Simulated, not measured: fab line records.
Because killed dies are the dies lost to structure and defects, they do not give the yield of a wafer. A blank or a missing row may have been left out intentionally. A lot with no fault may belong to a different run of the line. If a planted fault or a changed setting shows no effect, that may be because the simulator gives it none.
fab line records | flow nand_harc
record: lots: 13 | wafers: 35 | last_day: 34
route steps=1302 shown A_CHANNEL_HOLE_D2@590 A_CHANNEL_FILL_D2@615 END@1302
lots that met no fault: from a run of the same line without faults
start_h: hours from the record's first day to the start of the lot's first wafer shown | wait_h: time in hours since the lot's previous step | " same as the row above | L1.1+2: a single row standing in for several wafers | - no value, or no start was given | * or withheld: withheld | < > ~ a bound
route shown NAME@n: names a module that has steps shown in the file, with the first one's number in the route | usual: mean/standard deviation of fault-free wafers | same: alike in all rows | chamber/n: place in a boat | sites: each site's reading | _std_site: the values' standard deviation | _edge_site: inner sites' mean taken away from outer sites' mean | radius_mm: how far each site lies from the wafer's centre | mask NAME#n: copy n | behind: the most recent tool/chamber to have shaped the wafer | hold: why the lot went on hold/how many hours it stayed there/how the hold came to an end | device: names the non-switching transistor (n, p or np) | end of line: the route-end tests of the same wafers | a step given without rows: its recipe and nothing more | killed: dies that structure and defects cost at the first sort, which is not the same as the wafer's yield | map: the dies of a wafer, with x for killed, . for not killed, _ for no die there
set.NAME: the setting as run; set.NAME@STEP: as run at that earlier step | model.NAME: the simulator's own value behind a step, which no gauge read
steps of the route over a sample of lots; a table a step, a row a wafer
services: a tool's chamber out of use, with start hour (start_h, from the record's first day; less than 0 if before it), hours out, and reason
== steps ==
step: NHARC_A_CHANNEL_HOLE_D2_CD_MEAS_18
usual: cd_nm: 98.7/2.2
lot.wafer | tool      | chamber | start_h | wait_h | cd_nm
L741.1    | cd_sem-03 | -       | 287.29  | -      | 96.9
L741.2    | "         | -       | "       | "      | 99.5
L741.4    | "         | -       | "       | "      | 103.2
L742.1    | cd_sem-01 | -       | 304.75  | -      | 98.6
L742.2    | "         | -       | "       | "      | 101.4
L742.5    | "         | -       | "       | "      | 99.7
L743.1    | cd_sem-03 | -       | 305.70  | -      | 102.2
L743.2    | "         | -       | "       | "      | 96.8
L743.4    | "         | -       | "       | "      | 102.3
L748.4    | cd_sem-02 | -       | 363.00  | -      | 98.3
L749.6    | cd_sem-02 | -       | 376.62  | -      | 99.6
L756.1    | cd_sem-03 | -       | 428.11  | -      | 98.2
L756.2    | "         | -       | "       | "      | 98.4
L756.4    | "         | -       | "       | "      | 97.5
L757.1    | cd_sem-03 | -       | 454.40  | -      | 98.6
L757.3    | "         | -       | "       | "      | 100.0
L757.4    | "         | -       | "       | "      | 99.4
L758.2    | cd_sem-02 | -       | 466.01  | -      | 100.0
L758.3    | "         | -       | "       | "      | 100.5
L758.6    | "         | -       | "       | "      | 101.7
L759.2    | cd_sem-03 | -       | 467.55  | -      | 104.5
L759.3    | "         | -       | "       | "      | 99.3
L759.5    | "         | -       | "       | "      | 102.4
L760.2    | cd_sem-01 | -       | 481.90  | -      | 99.6
L760.3    | "         | -       | "       | "      | 93.9
L760.6    | "         | -       | "       | "      | 99.3
L761.1    | cd_sem-01 | -       | 482.06  | -      | 97.7
L761.3    | "         | -       | "       | "      | 97.8
L761.4    | "         | -       | "       | "      | 101.6
L763.2    | cd_sem-01 | -       | 507.12  | -      | 98.9
L763.4    | "         | -       | "       | "      | 97.7
L763.6    | "         | -       | "       | "      | 98.1
L764.1    | cd_sem-01 | -       | 528.47  | -      | 99.7
L764.3    | "         | -       | "       | "      | 99.4
L764.5    | "         | -       | "       | "      | 99.7
step: NHARC_A_CHANNEL_HOLE_D2_ETCH_24
recipe: bias_v: 5000 | source_w: withheld | pressure_mtorr: 20 | time_s: 906.2 | ar_flow_sccm: 375 | c4f8_flow_sccm: 93.8 | o2_flow_sccm: 31.2 | temp_c: -20 | target_depth_a: 15000 | chemistry: C4F8/O2/Ar
usual: drypump_motor_current_A: 5.82/0.15 | showerhead_plenum_p_Torr: 3.68/0.19 | throttle_valve_pct: 32.234/0.0093
lot.wafer | tool        | chamber | start_h | wait_h | drypump_motor_current_A | rf_hours_counter_h | showerhead_plenum_p_Torr | throttle_valve_pct
L741.2    | har_etch-02 | 1       | 292.17  | 0.6    | 5.66                    | 346                | 3.39                     | 32.241
L741.1    | "           | 0       | "       | "      | 5.94                    | 361                | 3.53                     | 32.233
L741.4    | "           | 1       | "       | "      | 5.66                    | -                  | 3.39                     | 32.238
L742.2    | har_etch-02 | 1       | 306.95  | 0.6    | 5.69                    | 353                | 3.39                     | 32.240
L742.1    | "           | 0       | "       | "      | 5.92                    | 369                | 3.52                     | 32.241
L742.5    | "           | 0       | "       | "      | 5.93                    | -                  | 3.52                     | 32.223
L743.1    | har_etch-01 | 0       | 310.14  | 0.6    | 6.03                    | 163                | 3.69                     | 32.224
L743.2    | "           | 1       | "       | "      | 5.70                    | 163                | 3.50                     | 32.221
L743.4    | "           | 0       | "       | "      | 6.03                    | -                  | 3.69                     | 32.233
L748.4    | har_etch-01 | 1       | 367.94  | 0.6    | 5.69                    | -                  | 3.48                     | 32.226
L749.6    | har_etch-01 | 1       | 380.97  | 0.6    | 5.68                    | -                  | 3.48                     | 32.243
L756.1    | har_etch-02 | 0       | 430.31  | 0.6    | 5.96                    | 21                 | 3.92                     | 32.260
L756.2    | "           | 1       | "       | "      | 5.63                    | 21                 | 3.90                     | 32.251
L756.4    | "           | 1       | "       | "      | 5.65                    | -                  | 3.90                     | 32.240
L757.1    | har_etch-02 | 1       | 456.62  | 0.6    | 5.68                    | 36                 | 3.89                     | 32.242
L757.3    | "           | 1       | "       | "      | 5.64                    | -                  | 3.89                     | 32.219
L757.4    | "           | 0       | "       | "      | 5.95                    | -                  | 3.91                     | 32.223
L758.2    | har_etch-02 | 1       | 469.27  | 0.6    | 5.62                    | 44                 | 3.89                     | 32.228
L758.3    | "           | 1       | "       | "      | 5.65                    | -                  | 3.89                     | 32.233
L758.6    | "           | 1       | "       | "      | 5.66                    | -                  | 3.89                     | 32.225
L759.2    | har_etch-01 | 1       | 470.40  | 0.6    | 5.72                    | 265                | 3.45                     | 32.253
L759.3    | "           | 0       | "       | "      | 6.02                    | -                  | 3.63                     | 32.232
L759.5    | "           | 0       | "       | "      | 6.04                    | -                  | 3.63                     | 32.230
L760.2    | har_etch-01 | 0       | 484.11  | 0.6    | 6.02                    | 273                | 3.63                     | 32.235
L760.3    | "           | 1       | "       | "      | 5.72                    | -                  | 3.44                     | 32.242
L760.6    | "           | 0       | "       | "      | 6.03                    | -                  | 3.63                     | 32.232
L761.1    | har_etch-02 | 0       | 486.03  | 0.6    | 5.95                    | 55                 | 3.90                     | 32.221
L761.3    | "           | 1       | "       | "      | 5.65                    | -                  | 3.88                     | 32.234
L761.4    | "           | 0       | "       | "      | 5.92                    | -                  | 3.90                     | 32.236
L763.2    | har_etch-01 | 0       | 509.32  | 0.6    | 6.02                    | 284                | 3.62                     | 32.252
L763.4    | "           | 0       | "       | "      | 6.02                    | -                  | 3.62                     | 32.229
L763.6    | "           | 0       | "       | "      | 6.03                    | -                  | 3.62                     | 32.229
L764.1    | har_etch-02 | 0       | 530.68  | 0.6    | 5.94                    | 75                 | 3.89                     | 32.221
L764.3    | "           | 1       | "       | "      | 5.61                    | -                  | 3.87                     | 32.226
L764.5    | "           | 1       | "       | "      | 5.65                    | -                  | 3.87                     | 32.237
step: NHARC_A_CHANNEL_HOLE_D2_ETCH_27
recipe: bias_v: 400 | source_w: 2000 | pressure_mtorr: 25 | time_s: 90 | ar_flow_sccm: 375 | c4f8_flow_sccm: 41.7 | o2_flow_sccm: 83.3 | temp_c: -20 | target_depth_a: 4000 | chemistry: C4F8/O2/Ar
usual: drypump_motor_current_A: 5.82/0.15 | showerhead_plenum_p_Torr: 3.72/0.2 | throttle_valve_pct: 27.619/0.0092
lot.wafer | tool        | chamber | start_h | wait_h | drypump_motor_current_A | rf_hours_counter_h | showerhead_plenum_p_Torr | throttle_valve_pct
L741.2    | har_etch-02 | 1       | 294.03  | 0.2    | 5.64                    | 347                | 3.43                     | 27.597
L741.1    | "           | 0       | "       | "      | 5.92                    | 363                | 3.57                     | 27.624
L741.4    | "           | 1       | "       | "      | 5.63                    | -                  | 3.43                     | 27.615
L742.2    | har_etch-02 | 1       | 308.80  | 0.2    | 5.64                    | 355                | 3.42                     | 27.627
L742.1    | "           | 0       | "       | "      | 5.94                    | 371                | 3.56                     | 27.625
L742.5    | "           | 0       | "       | "      | 5.94                    | -                  | 3.56                     | 27.603
L743.1    | har_etch-01 | 0       | 312.00  | 0.2    | 6.03                    | 164                | 3.73                     | 27.616
L743.2    | "           | 1       | "       | "      | 5.79                    | 164                | 3.54                     | 27.620
L743.4    | "           | 0       | "       | "      | 6.02                    | -                  | 3.73                     | 27.627
L748.4    | har_etch-01 | 1       | 369.48  | 0.2    | 5.72                    | -                  | 3.52                     | 27.615
L749.6    | har_etch-01 | 1       | 382.33  | 0.2    | 5.72                    | -                  | 3.51                     | 27.601
L756.1    | har_etch-02 | 0       | 432.16  | 0.2    | 5.94                    | 23                 | 3.97                     | 27.608
L756.2    | "           | 1       | "       | "      | 5.63                    | 23                 | 3.95                     | 27.620
L756.4    | "           | 1       | "       | "      | 5.66                    | -                  | 3.95                     | 27.624
L757.1    | har_etch-02 | 1       | 458.45  | 0.2    | 5.65                    | 38                 | 3.94                     | 27.620
L757.3    | "           | 1       | "       | "      | 5.67                    | -                  | 3.94                     | 27.599
L757.4    | "           | 0       | "       | "      | 5.92                    | -                  | 3.96                     | 27.612
L758.2    | har_etch-02 | 1       | 471.11  | 0.2    | 5.63                    | 46                 | 3.94                     | 27.619
L758.3    | "           | 1       | "       | "      | 5.66                    | -                  | 3.94                     | 27.629
L758.6    | "           | 1       | "       | "      | 5.64                    | -                  | 3.94                     | 27.617
L759.2    | har_etch-01 | 1       | 472.15  | 0.2    | 5.75                    | 267                | 3.48                     | 27.613
L759.3    | "           | 0       | "       | "      | 6.02                    | -                  | 3.67                     | 27.628
L759.5    | "           | 0       | "       | "      | 5.99                    | -                  | 3.67                     | 27.633
L760.2    | har_etch-01 | 0       | 485.96  | 0.2    | 5.99                    | 275                | 3.67                     | 27.631
L760.3    | "           | 1       | "       | "      | 5.72                    | -                  | 3.48                     | 27.638
L760.6    | "           | 0       | "       | "      | 6.01                    | -                  | 3.67                     | 27.614
L761.1    | har_etch-02 | 0       | 487.77  | 0.2    | 5.96                    | 57                 | 3.95                     | 27.619
L761.3    | "           | 1       | "       | "      | 5.64                    | -                  | 3.93                     | 27.613
L761.4    | "           | 0       | "       | "      | 5.95                    | -                  | 3.95                     | 27.592
L763.2    | har_etch-01 | 0       | 511.16  | 0.2    | 6.02                    | 286                | 3.66                     | 27.617
L763.4    | "           | 0       | "       | "      | 6.00                    | -                  | 3.66                     | 27.640
L763.6    | "           | 0       | "       | "      | 6.01                    | -                  | 3.66                     | 27.622
L764.1    | har_etch-02 | 0       | 532.52  | 0.2    | 5.92                    | 76                 | 3.94                     | 27.622
L764.3    | "           | 1       | "       | "      | 5.65                    | -                  | 3.92                     | 27.623
L764.5    | "           | 1       | "       | "      | 5.66                    | -                  | 3.92                     | 27.637
step: NHARC_A_CHANNEL_HOLE_D2_INSPECT_40
usual: raw_defect_count: 280/95
lot.wafer | tool              | chamber | start_h | wait_h | hold                     | raw_defect_count
L741.1    | defect_inspect-02 | -       | 295.76  | -      | -                        | 401
L741.2    | "                 | -       | "       | "      | -                        | 353
L741.4    | "                 | -       | "       | "      | -                        | 303
L742.1    | defect_inspect-01 | -       | 310.52  | -      | -                        | 379
L742.2    | "                 | -       | "       | "      | -                        | 381
L742.5    | "                 | -       | "       | "      | -                        | 385
L743.1    | defect_inspect-01 | -       | 313.73  | -      | -                        | 169
L743.2    | "                 | -       | "       | "      | -                        | 144
L743.4    | "                 | -       | "       | "      | -                        | 201
L748.4    | defect_inspect-01 | -       | 371.13  | -      | await_dispo/0.2h/release | 1207
L748.4    | defect_inspect-01 | -       | 371.31  | 0.2    | -                        | 1205
L749.6    | defect_inspect-02 | -       | 383.90  | -      | await_dispo/0.2h/release | 1317
L749.6    | defect_inspect-02 | -       | 384.08  | 0.2    | -                        | 1335
L756.1    | defect_inspect-02 | -       | 433.92  | -      | -                        | 213
L756.2    | "                 | -       | "       | "      | -                        | 267
L756.4    | "                 | -       | "       | "      | -                        | 299
L757.1    | defect_inspect-02 | -       | 460.18  | -      | -                        | 150
L757.3    | "                 | -       | "       | "      | -                        | 168
L757.4    | "                 | -       | "       | "      | -                        | 191
L758.2    | defect_inspect-01 | -       | 472.85  | -      | -                        | 217
L758.3    | "                 | -       | "       | "      | -                        | 216
L758.6    | "                 | -       | "       | "      | -                        | 230
L759.2    | defect_inspect-01 | -       | 473.85  | -      | -                        | 281
L759.3    | "                 | -       | "       | "      | -                        | 218
L759.5    | "                 | -       | "       | "      | -                        | 276
L760.2    | defect_inspect-01 | -       | 487.69  | -      | -                        | 212
L760.3    | "                 | -       | "       | "      | -                        | 351
L760.6    | "                 | -       | "       | "      | -                        | 257
L761.1    | defect_inspect-02 | -       | 489.49  | -      | -                        | 212
L761.3    | "                 | -       | "       | "      | -                        | 244
L761.4    | "                 | -       | "       | "      | -                        | 267
L763.2    | defect_inspect-01 | -       | 512.89  | -      | -                        | 287
L763.4    | "                 | -       | "       | "      | -                        | 253
L763.6    | "                 | -       | "       | "      | -                        | 223
L764.1    | defect_inspect-02 | -       | 534.25  | -      | -                        | 179
L764.3    | "                 | -       | "       | "      | -                        | 237
L764.5    | "                 | -       | "       | "      | -                        | 249
step: NHARC_A_CHANNEL_FILL_D2_ALD_15
recipe: target_thk_a: 20 | pulse_time_s: 60 | ald_cycles: 19 | temp_c: 630 | pressure_torr: 2 | material: SiNx
usual: precursor_pulse_height_rel: 0.999/0.02 | susceptor_temp_C: 629.9/0.3
same: ald_cycles: 19
lot.wafer | tool             | chamber | start_h | wait_h | precursor_pulse_height_rel | susceptor_temp_C
L741.1    | ald_sin_batch-02 | 0       | -       | -      | 0.997                      | 630.3
L741.2    | "                | 0       | "       | "      | 1.040                      | 630.1
L741.4    | "                | 0       | "       | "      | 1.014                      | 630.1
L742.1    | ald_sin_batch-03 | 0       | -       | -      | 1.007                      | -
L742.2    | "                | 0       | "       | "      | 1.046                      | -
L742.5    | "                | 0       | "       | "      | 0.957                      | -
L743.1    | ald_sin_batch-01 | 0       | -       | -      | 0.997                      | 630.3
L743.2    | "                | 0       | "       | "      | 1.028                      | 630.3
L743.4    | "                | 0       | "       | "      | 1.017                      | 630.3
L748.4    | ald_sin_batch-02 | 0       | -       | -      | 0.993                      | 629.8
L749.6    | ald_sin_batch-03 | 0       | 396.28  | 1.1    | 1.006                      | -
L756.1    | ald_sin_batch-01 | 0       | -       | -      | 0.999                      | -
L756.2    | "                | 0       | "       | "      | 1.022                      | -
L756.4    | "                | 0       | "       | "      | 0.992                      | -
L757.1    | ald_sin_batch-01 | 0       | -       | -      | 1.022                      | 629.8
L757.3    | "                | 0       | "       | "      | 0.984                      | 629.5
L757.4    | "                | 0       | "       | "      | 1.011                      | 629.7
L758.2    | ald_sin_batch-01 | 0       | -       | -      | 0.986                      | -
L758.3    | "                | 0       | "       | "      | 0.996                      | -
L758.6    | "                | 0       | "       | "      | 0.975                      | -
L759.2    | ald_sin_batch-01 | 0       | -       | -      | 0.988                      | -
L759.3    | "                | 0       | "       | "      | 0.994                      | -
L759.5    | "                | 0       | "       | "      | 0.969                      | -
L760.2    | ald_sin_batch-01 | 0       | -       | -      | 1.043                      | -
L760.3    | "                | 0       | "       | "      | 1.000                      | -
L760.6    | "                | 0       | "       | "      | 0.959                      | -
L761.1    | ald_sin_batch-01 | 0       | -       | -      | 0.981                      | -
L761.3    | "                | 0       | "       | "      | 0.972                      | -
L761.4    | "                | 0       | "       | "      | 0.966                      | -
L763.2    | ald_sin_batch-02 | 0       | -       | -      | 0.975                      | 629.7
L763.4    | "                | 0       | "       | "      | 0.981                      | 629.7
L763.6    | "                | 0       | "       | "      | 1.028                      | 629.7
L764.1    | ald_sin_batch-01 | 0       | -       | -      | 1.037                      | 630.2
L764.3    | "                | 0       | "       | "      | 0.995                      | 630.1
L764.5    | "                | 0       | "       | "      | 1.001                      | 629.8
step: NHARC_END_SORT_01
recipe: temp_c: 25
usual: killed_at_array: 55/15 | killed_at_other: 1.0/1.2 | killed_at_periphery: 3.4/2.2 | killed_dies: 59/15 | killed_open: 3.2/2 | killed_short: 2.5/1.7
same: gross_dies: 677
lot.wafer | tool      | chamber | start_h | wait_h | killed_at_array | killed_at_other | killed_at_periphery | killed_dies | killed_open | killed_short
L749.6    | prober-01 | 0       | 658.46  | 4.0    | 147             | 1               | 2                   | 150         | 4           | 2
L748.4    | prober-01 | 0       | 680.85  | 3.4    | 127             | 0               | 4                   | 131         | 5           | 5
killed by level:class
L749.6 A_CHANNEL_HOLE_D2:unspecified=99 A_CHANNEL_HOLE_D1:chamber_film_flake=32 A_SLIT:chamber_film_flake=4 A_CHANNEL_HOLE_D2:chamber_film_flake=2 A_STAIRCASE:chamber_film_flake=2 A_CONTACT:chamber_film_flake=2 P_GATE:geometric_particle:open=1 A_CHANNEL_FILL_D1:geometric_particle:short=1
L748.4 A_CHANNEL_HOLE_D2:unspecified=100 A_CHANNEL_HOLE_D1:chamber_film_flake=8 A_CONTACT:chamber_film_flake=6 A_STAIRCASE:chamber_film_flake=3 A_SLIT:chamber_film_flake=2 P_GATE:geometric_particle:open=1 P_M0:geometric_particle:open=1 P_M2:geometric_particle:short=1
== services ==
tool             | chamber | start_h | hours | kind
har_etch-02      | 1       | 320.00  | -     | consumable_replace:showerhead
har_etch-02      | 1       | 320.00  | 17.0  | scheduled_down
har_etch-02      | 1       | 320.00  | 17.0  | vent_cycle
har_etch-02      | -       | 382.62  | 17.0  | pm
har_etch-02      | 0       | 382.62  | 17.0  | vent_cycle
har_etch-02      | 1       | 382.62  | 17.0  | vent_cycle
har_etch-02      | 0       | 399.62  | -     | clean
har_etch-02      | 0       | 399.62  | -     | consumable_replace:focus_ring
har_etch-02      | 0       | 399.62  | -     | consumable_replace:showerhead
har_etch-02      | 1       | 399.62  | -     | clean
har_etch-02      | 1       | 399.62  | -     | consumable_replace:focus_ring
ald_sin_batch-03 | -       | 408.55  | 15.4  | repair
ald_sin_batch-01 | -       | 506.00  | 26.0  | pm
== key ==
first_sign: step: NHARC_A_CHANNEL_HOLE_D2_INSPECT_40 | reading: visit | direction: added
effect: step: NHARC_A_CHANNEL_HOLE_D2_INSPECT_40 | reading: raw_defect_count | direction: up | sigmas: 10 | usual: 280 | struck: 1262
effect: step: NHARC_END_SORT_01 | reading: killed_at_array | direction: up | sigmas: 5.5 | usual: 55 | struck: 137
more_kills_born_at: NHARC_A_CHANNEL_HOLE_D2_ETCH_24@har_etch-01: 162
met_at NHARC_A_CHANNEL_HOLE_D2_ETCH_24
struck_lots L748,L749
struck_wafers L748.4,L749.6
tester_left_out L748,L749
not_acting_at NHARC_A_CHANNEL_HOLE_D2_CD_MEAS_18,NHARC_A_CHANNEL_HOLE_D2_ETCH_27,NHARC_A_CHANNEL_FILL_D2_ALD_15
onset_between 310.14 367.94
fault: kind: chamber_particle_source | tool: har_etch-01 | chamber: 1 | onset_h: 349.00 | steps: NHARC_A_CHANNEL_HOLE_D2_ETCH_24 | rate_per_visit_cm2: 1.5716 | end_h: 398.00
tester_left_out: of these lots the tester's yield and bins aren't shown, on N5 and GAA mostly nor the transistor test; their killed dies are dies lost to structure and defects alone, not to doping, threshold or leakage, so they don't give the yield
